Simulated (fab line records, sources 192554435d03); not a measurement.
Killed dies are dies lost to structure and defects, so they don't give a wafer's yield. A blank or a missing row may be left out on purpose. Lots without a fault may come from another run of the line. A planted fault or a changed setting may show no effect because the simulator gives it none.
Chamber matching | flow n5_finfet | N5_BEOL_M5_ETCH_75 on rie_diel-03: 4 sister chambers
The step etches underlayer in N2/H2, target depth 6.5 nm, time 5.2 s. 16 wafers are shown with their chamber, then 8 later ones without.

WAFERS WITH THEIR CHAMBER
wafer  | chamber | showerhead_plenum_p_Torr (Torr) | throttle_valve_pct (%) | oes_product_au (a.u.)
L075.1 | 0       | 2.51                            | 17.44                  | 0.85
L075.2 | 1       | 2.39                            | 17.86                  | 0.65
L075.5 | 1       | 2.39                            | 17.85                  | 0.64
L078.2 | 0       | 2.50                            | 17.48                  | 0.81
L078.3 | 1       | 2.39                            | 17.83                  | 0.63
L078.4 | 3       | 2.62                            | 18.09                  | 0.56
L081.3 | 0       | 2.50                            | 17.49                  | 0.79
L081.4 | 2       | 2.57                            | 17.35                  | 0.77
L081.6 | 0       | 2.50                            | 17.49                  | 0.82
L083.2 | 0       | 2.50                            | 17.48                  | 0.80
L083.5 | 2       | 2.57                            | 17.34                  | 0.77
L083.6 | 1       | 2.39                            | 17.90                  | 0.63
L085.1 | 2       | 2.57                            | 17.34                  | 0.75
L085.4 | 0       | 2.50                            | 17.50                  | 0.78
L085.5 | 3       | 2.61                            | 18.11                  | 0.56
L088.2 | 3       | 2.61                            | 18.15                  | 0.57

SIGNATURES (means of the wafers above)
reading                  | chamber 0 | chamber 1 | chamber 2 | chamber 3 | scatter within a chamber
showerhead_plenum_p_Torr | 2.5017    | 2.3900    | 2.5700    | 2.6133    | 0.00354
throttle_valve_pct       | 17.4800   | 17.8600   | 17.3433   | 18.1167   | 0.0237
oes_product_au           | 0.8083    | 0.6375    | 0.7633    | 0.5633    | 0.0175
Rule: a wafer's distance from a chamber is the root of the sum, over the readings, of the square of ((its reading less the chamber's mean) divided by the reading's scatter). The wafer belongs to the nearest chamber; if the next one is less than 2 further off, it can't be placed. The scatter: the root of (the sum of the squares of (reading less its chamber's mean) over the shown wafers, divided by (wafers less chambers)).

WAFERS WITHOUT THEIR CHAMBER
wafer  | showerhead_plenum_p_Torr (Torr) | throttle_valve_pct (%) | oes_product_au (a.u.)
L088.5 | 2.57                            | 17.35                  | 0.75
L088.6 | 2.38                            | 17.90                  | 0.62
L092.2 | 2.56                            | 17.37                  | 0.72
L092.4 | 2.61                            | 18.15                  | 0.54
L092.6 | 2.56                            | 17.40                  | 0.72
L095.1 | 2.56                            | 17.42                  | 0.73
L095.2 | 2.61                            | 17.69                  | 0.81
L095.5 | 2.61                            | 17.72                  | 0.82

WHICH CHAMBER EACH WENT THROUGH
wafer  | from the rows above | in truth
L088.5 | 2                   | 2
L088.6 | 1                   | 1
L092.2 | 2                   | 2
L092.4 | 3                   | 3
L092.6 | 2                   | 2
L095.1 | 2                   | 2
L095.2 | 2                   | 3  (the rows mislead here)
L095.5 | 2                   | 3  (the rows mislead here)
Placed correctly: 6 of 8. Can't be placed from these rows: 0. Placed wrongly: 2.
